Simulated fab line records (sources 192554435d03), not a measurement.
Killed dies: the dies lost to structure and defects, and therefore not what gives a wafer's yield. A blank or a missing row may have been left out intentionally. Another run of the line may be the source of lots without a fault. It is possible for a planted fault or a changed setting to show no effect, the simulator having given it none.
Problem report in the 8D (eight disciplines) form, filled by code ; flow n5-finfet ; the parts of the form that need people (team, actions taken, sign-off) are left out

1. PROBLEM STATEMENT
M13_OVL at N5_BEOL_M13_OVL_MEAS_29 reads a mean of 33 nm on 9 wafers of 3 lots; wafers without a fault read 1 nm with a standard deviation of 4.6. Relative to the usual mean, that is a shift of +7.0 standard deviations.
The first sign was on wafer L275.1 at day 13 01:34, on overlay-01. The record has a number at this step for 30 wafers belonging to 10 lots. Rule for "out" (also "out of limits"): further than 4 standard deviations from the usual mean. All remaining wafers that have a number are taken as sound.

2. WHAT IT IS, AND WHAT IT ISN'T
question;is;is not
which readings at this step;M13_OVL;-
which lots;L275, L276, L277;L267, L268, L269, L270, L278, L280, L287
which wafers of those lots;all that have a number;-
read on which gauges;overlay-01, overlay-02;-
when;from day 13 01:34;"up to then (12 sound wafers); but 9 sound wafers of L278, L280, L287 came after"

3. WHAT RULES OUT EACH SUSPECT
Counting: any tool at a process step up to the reading is kept as a suspect provided that every lot that is out went through it and no sound lot did after the first of them.
- the gauge at N5_BEOL_M13_OVL_MEAS_29: ruled out. Those wafers that are out were read across 2 gauges (overlay-01, overlay-02).
- krf-scanner-02 at N5_BEOL_M13_EXPOSE_25 (exposes mask M13, target cd 210 nm): kept. All lots that are out passed through it, beginning with L275 at day 13 01:22, and no sound lot followed; its final sound lot before that point was L270 at day 11 19:22.
After counting, what remains is krf-scanner-02 at N5_BEOL_M13_EXPOSE_25.

4. THE CAUSE (what the simulator had put in)
Scanner matching overlay: krf-scanner-02, from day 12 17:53 on, at N5_BEOL_M13_EXPOSE_25. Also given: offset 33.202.
Only this tool survived the counting.

5. SEQUENCE OF EFFECTS, ordered by route
One row per reading whose mean, taken over the struck wafers that have a number, lies over 3 standard deviations from the usual. Only readings whose record carries a usual standard deviation are examined. hours: median over the lots of the time between each lot's start at the first step of this table that gives one and its start at this step. sigmas: the change, counted in usual standard deviations.
hours;step;reading;usual;on struck wafers;change;sigmas
0;N5_BEOL_M13_OVL_MEAS_29;M13_OVL;1 nm;33;+32;+7.0

6. HOW IT WOULD HAVE BEEN CAUGHT EARLIER
8 hours passed between the start of the fault at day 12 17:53 and the first reading out of limits at a measuring or inspecting step in this record, taken at day 13 01:34.
Among the 3 lots that are out, L277, L276 began N5_BEOL_M13_EXPOSE_25 on krf-scanner-02 after day 13 01:34. A hold on the tool at that time would have spared those 2.
